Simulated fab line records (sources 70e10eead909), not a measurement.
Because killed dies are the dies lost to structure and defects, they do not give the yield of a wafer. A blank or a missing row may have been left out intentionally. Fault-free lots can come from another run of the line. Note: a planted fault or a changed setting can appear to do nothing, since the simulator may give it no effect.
Matching of chambers / flow nand_harc / rie_diel-10 running NHARC_A_M1_STRIP_18: 4 sister chambers
The step strips in N2/H2. 4 wafers are shown with their chamber, then 8 later ones without.

== WAFERS WITH THEIR CHAMBER ==
wafer=L426.1; chamber=0; drypump_motor_current_A (A)=6.15
wafer=L426.2; chamber=3; drypump_motor_current_A (A)=6.12
wafer=L426.3; chamber=1; drypump_motor_current_A (A)=6.09
wafer=L428.1; chamber=2; drypump_motor_current_A (A)=5.98

== WAFERS WHOSE CHAMBER IS MISSING ==
wafer=L428.2; drypump_motor_current_A (A)=6.09
wafer=L428.5; drypump_motor_current_A (A)=6.11
wafer=L431.1; drypump_motor_current_A (A)=6.19
wafer=L431.3; drypump_motor_current_A (A)=6.12
wafer=L431.4; drypump_motor_current_A (A)=6.11
wafer=L429.2; drypump_motor_current_A (A)=6.21
wafer=L429.4; drypump_motor_current_A (A)=6.10
wafer=L429.6; drypump_motor_current_A (A)=6.22

== WHICH CHAMBER EACH WENT THROUGH ==
wafer=L428.2; from the rows above=can't be placed: 1 or 3 or 0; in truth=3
wafer=L428.5; from the rows above=can't be placed: 3 or 1 or 0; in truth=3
wafer=L431.1; from the rows above=can't be placed: 0 or 3 or 1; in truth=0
wafer=L431.3; from the rows above=can't be placed: 3 or 0 or 1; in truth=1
wafer=L431.4; from the rows above=can't be placed: 3 or 1 or 0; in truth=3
wafer=L429.2; from the rows above=can't be placed: 0 or 3 or 1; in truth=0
wafer=L429.4; from the rows above=can't be placed: 1 or 3 or 0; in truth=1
wafer=L429.6; from the rows above=can't be placed: 0 or 3 or 1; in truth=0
Placed correctly: 0 of 8. Not placeable from these rows: 8 (in 8, the candidates include the true chamber). Number placed wrongly: 0.
How it was worked out, from the rows above alone: a wafer's distance from a chamber is the root of the sum, over the readings, of the square of ((its reading less the chamber's mean) divided by the reading's scatter). The wafer belongs to the nearest chamber; if the next one is less than 2 further off, it can't be placed. For every chamber, the mean is computed from those of its wafers that are shown. The scatter: root of mean squared gap, hidden wafer to nearest shown wafer, with one shown wafer a chamber.
